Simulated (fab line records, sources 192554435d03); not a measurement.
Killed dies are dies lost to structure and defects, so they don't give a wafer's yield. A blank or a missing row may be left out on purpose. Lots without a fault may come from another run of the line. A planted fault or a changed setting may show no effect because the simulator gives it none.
fab line records | flow n5_finfet
record lots=4 wafers=12 last_day=19
route steps=1938 shown BEOL_M0_SAQP@646 BEOL_M4@1111 PASSIVATION@1936
lots that met no fault: from a run of the same line without faults
start_h: hours from the record's first day to the start of the lot's first wafer shown | wait_h: hours since the lot's step before | " the same as in the row above | L1.1+2: a row that stands for several wafers | - no value, or no start given | * or withheld: withheld | < > ~ a bound
route shown NAME@n: a module of which the file shows steps, and the number in the route of the first | usual: mean/standard deviation of fault-free wafers | same: alike in all rows | chamber/n: place in a boat | sites: the reading at each site | _std_site: their standard deviation | _edge_site: outer sites' mean less inner sites' | radius_mm: how far each site lies from the wafer's centre | mask NAME#n: copy n | behind: the tool/chamber that last shaped the wafer | hold: why the lot was held/for how many hours/how that ended | device: the transistor (n, p or np) that didn't switch | end of line: the same wafers' tests at the end of the route | a step without rows: its recipe alone | killed: dies lost to structure and defects at the first sort, not the wafer's yield | map: a wafer's dies, x killed, . not, _ none there
set.NAME: the setting as run; set.NAME@STEP: as run at that earlier step | model.NAME: the simulator's own value behind a step, which no gauge read
lots at some steps of the route; a table a step, a row a wafer
services: from which hour (start_h, from the record's first day; less than 0 if before it) a tool's chamber was out of use, for how many hours, and why
## steps
# step N5_BEOL_M0_SAQP_EXPOSE_11
# recipe mask_id=M0_CORE na=1.35 source_shape=dipole sigma_inner=0.538 sigma_outer=0.738 polarization=te target_cd_nm=42 dose_mj=55
# step N5_BEOL_M0_SAQP_PEB_12
# recipe peb_temp_c=withheld peb_time_s=60 resist=CAR-ArF
# step N5_BEOL_M0_SAQP_DEVELOP_13
# recipe develop_time_s=30 developer=TMAH resist=CAR-ArF dev_temp_c=23 rinse_liquid=diw dry=air_spin
# step N5_BEOL_M0_SAQP_DESCUM_19
# recipe chemistry=O2 time_s=7.9 source_power_w=50 bias_power_w=20 pressure_mtorr=20 rf_frequency_hz=2.712e+07 temp_c=40 resist=CAR-ArF o2_flow_sccm=225
# step N5_BEOL_M0_SAQP_ETCH_83
# recipe chemistry=CF4 target=SiARC target_depth_a=390 mask_material=CAR-ArF time_s=65 ion_energy_ev=80 pressure_mtorr=40 source_w=545 bias_w=36 Ar_flow_sccm=100 cf4_flow_sccm=100 ends=cleared
# step N5_BEOL_M0_SAQP_ETCH_84
# recipe chemistry=N2/H2 target=SOC target_depth_a=1000 overetch_a=200 mask_material=SiARC temp_c=40 time_s=150 ion_energy_ev=200 pressure_mtorr=30 source_w=840 bias_w=150 n2_flow_sccm=200 h2_flow_sccm=200
# step N5_BEOL_M0_SAQP_STRIP_80
# recipe chemistry=N2/H2 temp_c=40 n2_flow_sccm=200 h2_flow_sccm=200 rf_frequency_hz=6e+07
# step N5_BEOL_M0_SAQP_HM_OPEN_112
# recipe chemistry=CHF3/O2 target=SiO2 stop_on=a-Si target_depth_a=120 over_etch_frac=1.25 mask_material=SOC time_s=13.5 pressure_mtorr=30 source_w=650 bias_w=170 Ar_flow_sccm=200 CHF3_flow_sccm=50 O2_flow_sccm=5 ion_energy_ev=200 ends=end_point
# step N5_BEOL_M0_SAQP_STRIP_113
# recipe chemistry=CHF3/O2 resist=SiARC rf_frequency_hz=6e+07
# step N5_BEOL_M0_SAQP_MANDREL_ETCH_20
# recipe target_depth_a=600 chemistry=HBr/Cl2 target=a-Si stop_on=SiNx bt_time_s=10 mask_material=SOC over_etch_frac=0.5 time_s=30 pressure_mtorr=10 icp_w=800 bias_w=75 HBr_flow_sccm=150 Cl2_flow_sccm=80 ends=end_point
# usual bias_w=75.00/0.22 drypump_motor_current_A=5.6/0.53 oes_product_au=0.776/0.012 rf_fwd_power_W=795.8/2.5 throttle_valve_pct=35.5/0.31
# same bt_time_s=10
# columns lot.wafer tool chamber start_h wait_h bias_w drypump_motor_current_A oes_product_au rf_fwd_power_W rf_hours_counter_h throttle_valve_pct model.SOC_of_BEOL_M0_SAQP_COAT_81.thk_nm model.SiNx_of_BEOL_M0_SAQP_PECVD_97.thk_nm
L165.1 rie_si-04 3 182.89 0.0 75.09 5.6 0.768 796.4 167 35.3 76.2 18.6
L165.5 " 2 " " 74.97 5.8 0.775 796.7 - 35.3 76.6 18.2
L165.6 " 3 " " 75.02 5.6 0.784 795.5 - 35.3 76.6 18.6
L166.1 rie_si-04 3 185.42 0.0 75.17 5.6 0.773 792.4 167 35.3 75.6 18.4
L166.5 " 0 " " 74.74 5.5 0.789 985.7 - 35.6 73.4 17.2
L166.6 " 1 " " 75.22 4.8 0.773 797.2 - 35.3 75.2 18.8
L167.2 rie_si-04 1 195.41 0.0 75.11 4.8 0.757 795.7 41 35.3 75.6 18
L167.4 " 0 " " 75.11 5.5 0.787 985.1 14 35.6 73.4 17
L167.6 " 1 " " 75.13 4.8 0.776 795.8 - 35.3 75.6 18.4
L175.1 rie_si-01 2 242.26 0.0 75.10 5.1 0.775 795.8 179 36.2 74.8 18.2
L175.4 " 1 " " 74.60 6.0 0.768 796.5 174 35.3 75.8 18.6
L175.6 " 0 " " 74.87 5.4 0.797 797.2 - 35.4 75.8 18.8
# step N5_BEOL_M0_SAQP_STRIP_86
# recipe chemistry=N2/H2 power_w=500 temp_c=40 pressure_mtorr=50 rf_frequency_hz=6e+07 overash_fraction=0.3 bias_power_w=28 h2_frac=0.5 n2_flow_sccm=300 h2_flow_sccm=300
# step N5_BEOL_M0_SAQP_STRIP_115
# recipe chemistry=post_etch_residue_remover time_s=60 temp_c=25 remover_ph=withheld remover_water_wt_pct=withheld remover_fluoride_wt_pct=withheld
# step N5_BEOL_M0_SAQP_SRD_93
# recipe dry=ipa_marangoni time_s=30 temp_c=23 rinse_liquid=diw
# step N5_BEOL_M0_SAQP_RECESS_114
# recipe chemistry=HF/NH3 target=SiO2 target_depth_a=144 afs_cycles=3 temp_c=30 sublimation_temp_c=180 sublimation_time_s=60
# step N5_BEOL_M0_SAQP_SPACER1_ALD_98
# recipe material=SiO2 target_thk_a=128 temp_c=300 ald_precursor_family=BDEAS ald_co_reactant=O2-plasma pulse_time_s=1 purge_time_s=2 co_reactant_purge_time_s=2 ald_cycles=138 pressure_torr=2
# step N5_BEOL_M0_SAQP_SPACER1_ETCHBACK_99
# recipe chemistry=CHF3/O2 mode=anisotropic_etchback target=SiO2 target_depth_a=154 time_s=7.7 pressure_mtorr=30 source_w=650 bias_w=170 Ar_flow_sccm=200 CHF3_flow_sccm=50 O2_flow_sccm=5 ion_energy_ev=200
# step N5_BEOL_M0_SAQP_MANDREL1_REMOVE_100
# recipe chemistry=HBr/Cl2/O2 bt_time_s=10 target=a-Si stop_on=SiNx endpoint=OES-SiCl over_etch_frac=0.85 icp_w=600 bias_w=30 HBr_flow_sccm=150 Cl2_flow_sccm=80 O2_flow_sccm=5 pressure_mtorr=10
# step N5_BEOL_M0_SAQP_ETCH_101
# recipe chemistry=CH3F/O2 target=SiNx mask_material=SiO2 target_depth_a=299 time_s=42.7 pressure_mtorr=30 source_w=395 bias_w=73 Ar_flow_sccm=150 CH3F_flow_sccm=30 O2_flow_sccm=20 ion_energy_ev=120
# step N5_BEOL_M0_SAQP_ETCH_102
# recipe chemistry=CF4 target=SiO2 target_depth_a=40 ion_energy_ev=350 time_s=4.4 pressure_mtorr=10 icp_w=800 bias_w=400 cf4_flow_sccm=80
# step N5_BEOL_M0_SAQP_MANDREL_ETCH_103
# recipe chemistry=HBr/Cl2 target=a-Si target_depth_a=450 bt_time_s=10 stop_on=SiCN mask_material=SiO2 over_etch_frac=0.8 time_s=27 pressure_mtorr=10 icp_w=800 bias_w=75 HBr_flow_sccm=150 Cl2_flow_sccm=80 ends=end_point
# step N5_BEOL_M0_SAQP_RECESS_104
# recipe chemistry=HF/NH3 target=SiO2 target_depth_a=180 afs_cycles=3 temp_c=30 sublimation_temp_c=180 sublimation_time_s=60
# step N5_BEOL_M0_SAQP_COAT_105
# recipe resist=SOC temp_c=250 time_s=60 spin_rpm=1500 resist_thk_nm=100
# step N5_BEOL_M0_SAQP_ETCH_106
# recipe chemistry=N2/H2 target=SOC target_depth_a=1500 stop_on=SiNx ion_energy_ev=100 bias_w=61 pressure_mtorr=30 source_w=850 n2_flow_sccm=200 h2_flow_sccm=200
# usual bias_w=61.00/0.16 drypump_motor_current_A=6.1/0.46 n2_flow_sccm=200.1/0.6 oes_product_au=0.75/0.067 rf_fwd_power_W=843/3 rf_vpp_V=240.5/1.4 showerhead_plenum_p_Torr=2.53/0.073 throttle_valve_pct=17.89/0.21
# columns lot.wafer tool chamber start_h wait_h bias_w drypump_motor_current_A n2_flow_sccm oes_product_au rf_fwd_power_W rf_hours_counter_h rf_vpp_V showerhead_plenum_p_Torr throttle_valve_pct model.SiNx_of_BEOL_M0_SAQP_PECVD_97.thk_nm
L165.1 rie_diel-06 3 184.93 - 61.08 5.6 200.1 0.72 850 169 243.9 2.64 17.97 15.6
L165.5 " 2 " " 60.58 6.7 200.5 0.71 839 - 239.6 2.41 18.00 15.2
L165.6 " 1 " " 60.86 5.8 200.6 0.74 846 - 239.3 2.46 17.65 15.8
L166.1 rie_diel-06 0 188.63 - 61.04 6.5 199.9 0.88 849 34 241.0 2.58 17.59 15.4
L166.5 " 1 " " 61.04 5.8 200.7 0.74 845 - 237.7 2.46 17.64 14.4
L166.6 " 0 " " 61.03 6.4 201.1 0.88 845 - 241.6 2.58 17.60 16
L167.2 rie_diel-02 2 197.45 - 61.01 5.9 199.4 0.69 839 218 240.2 2.52 17.91 15
L167.4 " 3 " " 61.17 6.6 200.7 0.77 845 114 238.2 2.45 18.10 14
L167.6 " 1 " " 61.19 5.7 199.3 0.69 848 - 242.2 2.64 17.88 15.4
L175.1 rie_diel-02 1 244.32 - 61.02 5.7 200.9 0.68 851 192 242.5 2.63 17.91 15.2
L175.4 " 2 " " 60.95 5.9 200.3 0.68 841 234 238.0 2.51 17.94 15.6
L175.6 " 3 " " 61.35 6.5 200.2 0.76 847 - 240.9 2.45 18.11 15.8
# step N5_BEOL_M0_SAQP_ETCH_107
# recipe chemistry=CH3F/O2 target=SiNx target_depth_a=300 mask_material=SOC pressure_mtorr=30 source_w=395 bias_w=73 Ar_flow_sccm=150 CH3F_flow_sccm=30 O2_flow_sccm=20 ion_energy_ev=120
# step N5_BEOL_M4_RC_MEAS_101
# usual DIBL_N=36.8/1.9 DIBL_P=36.5/2.1 IOFF_N=0.17/0.038 IOFF_P=0.22/0.039 ION_N=675/12 ION_P=463/7.4 SS_N=71.6/0.71 SS_P=73.4/0.72 VT_N=249/3.3 VT_P=-250/3.3
# columns lot.wafer tool chamber start_h wait_h DIBL_N[mV/V] DIBL_P[mV/V] IOFF_N[nA/um] IOFF_P[nA/um] ION_N[uA/um] ION_P[uA/um] SS_N[mV/dec] SS_P[mV/dec] VT_N[mV] VT_P[mV]
L165.1 prober-01 0 262.62 0.0 36.5 37.2 0.17 0.24 687 477 71.9 73.7 248 -246
L165.5 " 0 " " 36.0 36.2 0.18 0.23 669 472 71.0 73.9 246 -245
L165.6 " 0 " " 37.3 36.8 0.19 0.22 659 453 71.5 74.1 247 -246
L166.1 prober-01 0 282.44 0.0 38.4 37.4 0.18 0.23 699 476 71.0 73.7 247 -249
L166.5 " 0 " " 36.6 34.0 0.14 0.18 656 452 71.7 73.0 249 -255
L166.6 " 0 " " 38.3 37.5 0.18 0.23 696 476 71.2 74.4 246 -248
L167.2 prober-01 0 287.51 0.2 37.9 39.1 0.21 0.31 693 478 72.1 74.1 244 -241
L167.4 " 0 " " 35.5 34.7 0.15 0.23 690 477 71.1 73.3 251 -248
L167.6 " 0 " " 36.0 36.2 0.16 0.25 680 475 71.1 73.6 247 -245
L175.1 prober-02 0 337.64 0.0 35.7 33.8 0.14 0.19 671 458 72.0 73.0 251 -251
L175.4 " 0 " " 39.4 38.3 0.20 0.26 665 459 73.5 74.1 249 -246
L175.6 " 0 " " 39.8 39.2 0.23 0.26 689 464 71.8 74.6 246 -246
# step N5_PASSIVATION_PROBE_49
# usual defect_limited_yield=91.3/1.4 killed_at_M0_to_M3=33/11 killed_at_M4_up=15/6.2 killed_at_contacts=13/6.5 killed_at_front_end=38/11 killed_at_other=3.4/2.6 killed_dies=102/17 killed_open=67/12 killed_short=34/7.9 sort_bin_5_function=5.1/0.88 sort_bin_6_memory=3.3/0.65 sort_n_pass=1078/17 sort_yield_pct=91.3/1.4
# same gross_dies=1180 killed_at_back_side=0 sort_bin_4_leakage[%]=0 sort_bin_8_speed[%]=0
# columns lot.wafer tool chamber start_h wait_h defect_limited_yield[%] killed_at_M0_to_M3 killed_at_M4_up killed_at_contacts killed_at_front_end killed_at_other killed_dies killed_open killed_short sort_bin_5_function[%] sort_bin_6_memory[%] sort_n_pass sort_yield_pct[%]
L167.2 prober-01 - 391.92 0.1 91.7 31 15 8 43 1 98 67 30 5.3 2.9 1082 91.7
# killed by level:class
L167.2 STI_FIN_REVEAL:geometric_particle:open=11 FIN_SAQP:geometric_particle:short=7 GATE_CUT:geometric_particle:short=7 MOL_CONTACT_COAG:geometric_particle:open=7 FIN_SAQP:geometric_particle:open=6 BEOL_M0_SAQP:geometric_particle:open=6 BEOL_M1:geometric_particle:open=6 BEOL_M3:geometric_particle:open=6
## services
# columns tool chamber start_h hours kind
rie_si-01 3 180.22 - clean
rie_si-01 3 180.22 20.1 scheduled_down
rie_si-01 3 180.22 20.1 vent_cycle
rie_diel-06 3 216.58 5.0 repair
rie_si-01 1 219.04 13.9 repair
rie_diel-06 1 240.99 8.6 repair
## key
first_sign step=N5_BEOL_M0_SAQP_MANDREL_ETCH_20 reading=rf_fwd_power_W direction=up sigmas=77 usual=* struck=*
effect none on later readings
model_effect step=N5_BEOL_M0_SAQP_MANDREL_ETCH_20 value=SOC_of_BEOL_M0_SAQP_COAT_81.thk_nm without=75.7 struck=73.4
model_effect step=N5_BEOL_M0_SAQP_ETCH_106 value=SiNx_of_BEOL_M0_SAQP_PECVD_97.thk_nm without=15.5 struck=14.2
met_at N5_BEOL_M0_SAQP_MANDREL_ETCH_20
struck_wafers L166.5,L167.4
fault kind=process_parameter_drift tool=rie_si-04 chamber=0 onset_h=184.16 steps=N5_BEOL_M0_SAQP_MANDREL_ETCH_20 channel=icp_w offset=192 shape=step end_h=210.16 acts_in=these_recipes_only stated=800
